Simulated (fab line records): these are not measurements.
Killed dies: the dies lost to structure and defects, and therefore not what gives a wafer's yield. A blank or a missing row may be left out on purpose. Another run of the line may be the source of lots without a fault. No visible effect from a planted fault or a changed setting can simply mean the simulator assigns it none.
Chamber matching | flow nand-harc | 4 sister chambers for NHARC_A_BLC_ALD_23 on ald-metal-04
The step deposits TiN, target thk 3 nm, pulse time 1 s, ald cycles 150. 4 wafers are shown with their chamber, then 12 later ones without.

== EACH WAFER AND ITS CHAMBER ==
wafer  | chamber | heater-power-w (W)
L084.1 | 3       | 1117
L085.1 | 2       | 916
L087.3 | 0       | 977
L087.5 | 1       | 949

== WAFERS WITH NO CHAMBER GIVEN ==
wafer  | heater-power-w (W)
L090.1 | 986
L090.3 | 1105
L090.5 | 970
L092.3 | 1149
L092.4 | 955
L092.6 | 919
L094.1 | 1042
L094.3 | 960
L094.4 | 1151
L097.2 | 965
L097.4 | 1004
L097.5 | 989

== CHAMBER TAKEN BY EACH ==
wafer  | from the rows above          | in truth
L090.1 | can't be placed: 0 or 1      | 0
L090.3 | 3                            | 3
L090.5 | can't be placed: 0 or 1 or 2 | 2
L092.3 | 3                            | 3
L092.4 | can't be placed: 1 or 0 or 2 | 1
L092.6 | can't be placed: 2 or 1      | 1
L094.1 | can't be placed: 0 or 3 or 1 | 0
L094.3 | can't be placed: 1 or 0 or 2 | 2
L094.4 | 3                            | 3
L097.2 | can't be placed: 0 or 1 or 2 | 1
L097.4 | can't be placed: 0 or 1      | 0
L097.5 | can't be placed: 0 or 1      | 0
Placed correctly: 3 of 12. Unplaceable from these rows: 9, with the true chamber sitting among the candidates in 9. Number placed wrongly: 0.
How it was worked out, from the rows above alone: a wafer's distance from a chamber is the root of the sum, over the readings, of the square of ((its reading less the chamber's mean) divided by the reading's scatter). If the next closest chamber is less than 2 further off than the closest, the wafer can't be placed; otherwise it belongs to the closest. For every chamber, the mean is computed from those of its wafers that are shown. The scatter: root of mean squared gap, hidden wafer to nearest shown wafer, with one shown wafer a chamber.
